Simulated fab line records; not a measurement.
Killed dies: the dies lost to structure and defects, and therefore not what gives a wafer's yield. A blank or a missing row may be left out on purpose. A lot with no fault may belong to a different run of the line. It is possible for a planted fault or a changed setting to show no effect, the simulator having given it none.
Split-lot trial :: flow n5_finfet :: 21 wafers read from 7 lots, route of 1938 steps

ABOUT THE SPLIT
At N5_BEOL_M8_HM_DEP_02 (deposits TiN, target thk 20 nm), the setting target_thk_a was moved away from the recipe's 200 angstrom on 8 of the 21 wafers read, by -12.3% to +13.3%. This setting was run at the recipe's value on the other wafers.

FROM THE SPLIT TO THE READING: what the file shows between them, 4 steps
- N5_BEOL_M8_COAT_59: time 60 s, resist thk 100 nm
- N5_BEOL_M8_COAT_60: time 60 s, resist thk 35 nm
- N5_BEOL_M8_STRIP_68: strips in N2/H2
- N5_BEOL_M8_STRIP_67: strips in CF4

THE READING
etch.depth_nm (the simulator's own value, which no gauge read), in nm, at N5_BEOL_M8_HM_OPEN_17 (chemistry Cl2/BCl3, target TiN, target depth 20 nm, overetch 6 nm). There is no usual value for it anywhere in the file. Across the 13 wafers here that went through the recipe, the average is 20.03 nm and the standard deviation 0.13 nm.

wafer: L075.3
tool, chamber at the split: pvd_sputter-03, -
target_thk_a as run, angstrom: 200
against the recipe: recipe
etch.depth_nm, nm: 20.16
against lot-mates on the recipe: -

wafer: L075.6
tool, chamber at the split: pvd_sputter-03, -
target_thk_a as run, angstrom: 200
against the recipe: recipe
etch.depth_nm, nm: 20.16
against lot-mates on the recipe: -

wafer: L075.5
tool, chamber at the split: pvd_sputter-03, -
target_thk_a as run, angstrom: 200
against the recipe: recipe
etch.depth_nm, nm: 20.19
against lot-mates on the recipe: -

wafer: L085.1
tool, chamber at the split: pvd_sputter-02, -
target_thk_a as run, angstrom: 181.8
against the recipe: -9.1%
etch.depth_nm, nm: 18.22
against lot-mates on the recipe: -1.82

wafer: L085.5
tool, chamber at the split: pvd_sputter-02, -
target_thk_a as run, angstrom: 200
against the recipe: recipe
etch.depth_nm, nm: 20.04
against lot-mates on the recipe: -

wafer: L085.6
tool, chamber at the split: pvd_sputter-02, -
target_thk_a as run, angstrom: 181.8
against the recipe: -9.1%
etch.depth_nm, nm: 18.07
against lot-mates on the recipe: -1.97

wafer: L088.2
tool, chamber at the split: pvd_sputter-02, -
target_thk_a as run, angstrom: 175.4
against the recipe: -12.3%
etch.depth_nm, nm: 17.6
against lot-mates on the recipe: -2.48

wafer: L088.4
tool, chamber at the split: pvd_sputter-02, -
target_thk_a as run, angstrom: 200
against the recipe: recipe
etch.depth_nm, nm: 20.08
against lot-mates on the recipe: -

wafer: L088.6
tool, chamber at the split: pvd_sputter-02, -
target_thk_a as run, angstrom: 175.4
against the recipe: -12.3%
etch.depth_nm, nm: 17.63
against lot-mates on the recipe: -2.45

wafer: L089.1
tool, chamber at the split: pvd_sputter-01, -
target_thk_a as run, angstrom: 200
against the recipe: recipe
etch.depth_nm, nm: 20.07
against lot-mates on the recipe: -

wafer: L089.4
tool, chamber at the split: pvd_sputter-01, -
target_thk_a as run, angstrom: 200
against the recipe: recipe
etch.depth_nm, nm: 20.09
against lot-mates on the recipe: -

wafer: L089.6
tool, chamber at the split: pvd_sputter-01, -
target_thk_a as run, angstrom: 207.3
against the recipe: +3.6%
etch.depth_nm, nm: 20.74
against lot-mates on the recipe: +0.66

wafer: L096.2
tool, chamber at the split: pvd_sputter-01, -
target_thk_a as run, angstrom: 200
against the recipe: recipe
etch.depth_nm, nm: 19.79
against lot-mates on the recipe: -

wafer: L096.3
tool, chamber at the split: pvd_sputter-01, -
target_thk_a as run, angstrom: 181.1
against the recipe: -9.5%
etch.depth_nm, nm: 18
against lot-mates on the recipe: -1.78

wafer: L096.6
tool, chamber at the split: pvd_sputter-01, -
target_thk_a as run, angstrom: 200
against the recipe: recipe
etch.depth_nm, nm: 19.77
against lot-mates on the recipe: -

wafer: L093.1
tool, chamber at the split: pvd_sputter-01, -
target_thk_a as run, angstrom: 200
against the recipe: recipe
etch.depth_nm, nm: 19.88
against lot-mates on the recipe: -

wafer: L093.3
tool, chamber at the split: pvd_sputter-01, -
target_thk_a as run, angstrom: 226.5
against the recipe: +13.3%
etch.depth_nm, nm: 22.56
against lot-mates on the recipe: +2.68

wafer: L093.6
tool, chamber at the split: pvd_sputter-01, -
target_thk_a as run, angstrom: 226.5
against the recipe: +13.3%
etch.depth_nm, nm: 22.55
against lot-mates on the recipe: +2.67

wafer: L095.2
tool, chamber at the split: pvd_sputter-01, -
target_thk_a as run, angstrom: 200
against the recipe: recipe
etch.depth_nm, nm: 20.03
against lot-mates on the recipe: -

wafer: L095.5
tool, chamber at the split: pvd_sputter-01, -
target_thk_a as run, angstrom: 200
against the recipe: recipe
etch.depth_nm, nm: 19.99
against lot-mates on the recipe: -

wafer: L095.6
tool, chamber at the split: pvd_sputter-01, -
target_thk_a as run, angstrom: 200
against the recipe: recipe
etch.depth_nm, nm: 20.08
against lot-mates on the recipe: -

FIT RESULTS
A straight line over all 21 wafers: etch.depth_nm changes by +0.197 nm for each +1% of target_thk_a; r = +1.00; the points scatter about the line by 0.12 nm.
The same after taking each lot's own level away (the mean of its wafers on the recipe; 21 wafers): +0.201 nm for each +1%; r = +1.00; scatter 0.049 nm.
That fit puts the effect of the largest move of target_thk_a on the reading at 2.7 nm.
The lots' own levels span 19.780 to 20.170 nm, that is 3.0 times the standard deviation above.
Consequently the slope shifts little with the lot-to-lot level, the two slopes agreeing.
Check: +2.65 nm against its lot-mates is what the line predicts for one of the wafers moved furthest among these (+13.3%) when that wafer is left out of the fit. It came out at +2.68 nm against them.

OTHER SPLITS ON THESE WAFERS
Note: prior to the reading, these wafers also went through further splits. Each is held against what the fit with the lots' levels taken away leaves over:
other split on the same wafers: N5_BEOL_M5_COAT_74 spin_rpm
wafers away from the commonest value: 4
r with etch.depth_nm (lot level and that fit taken away): -0.06

other split on the same wafers: N5_BEOL_M6_ILD_DEP_00 time_s
wafers away from the commonest value: 6
r with etch.depth_nm (lot level and that fit taken away): -0.30

other split on the same wafers: N5_BEOL_M6_COAT_60 spin_rpm
wafers away from the commonest value: 8
r with etch.depth_nm (lot level and that fit taken away): +0.40

other split on the same wafers: N5_BEOL_M7_ILD_DEP_00 time_s
wafers away from the commonest value: 9
r with etch.depth_nm (lot level and that fit taken away): -0.08

other split on the same wafers: N5_BEOL_M7_PECVD_70 time_s
wafers away from the commonest value: 9
r with etch.depth_nm (lot level and that fit taken away): -0.30

THE WHOLE CHAIN: every reading that the file lists as answering this split, in the file's order
step: N5_BEOL_M8_HM_DEP_02
what it does: deposits TiN, target thk 20 nm
reading: TiN_of_BEOL_M8_HM_DEP_02.thk_nm (the simulator's own value, which no gauge read)
change (the file's fit): +0.203 nm for each +1% of the setting
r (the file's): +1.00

step: N5_BEOL_M8_HM_OPEN_17
what it does: chemistry Cl2/BCl3, target TiN, target depth 20 nm, overetch 6 nm
reading: etch.depth_nm (the simulator's own value, which no gauge read)
change (the file's fit): +0.2 nm for each +1% of the setting
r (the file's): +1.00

FILE'S OWN FIT
etch.depth_nm changes by +0.2 nm for each +1% of target_thk_a, r = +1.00.
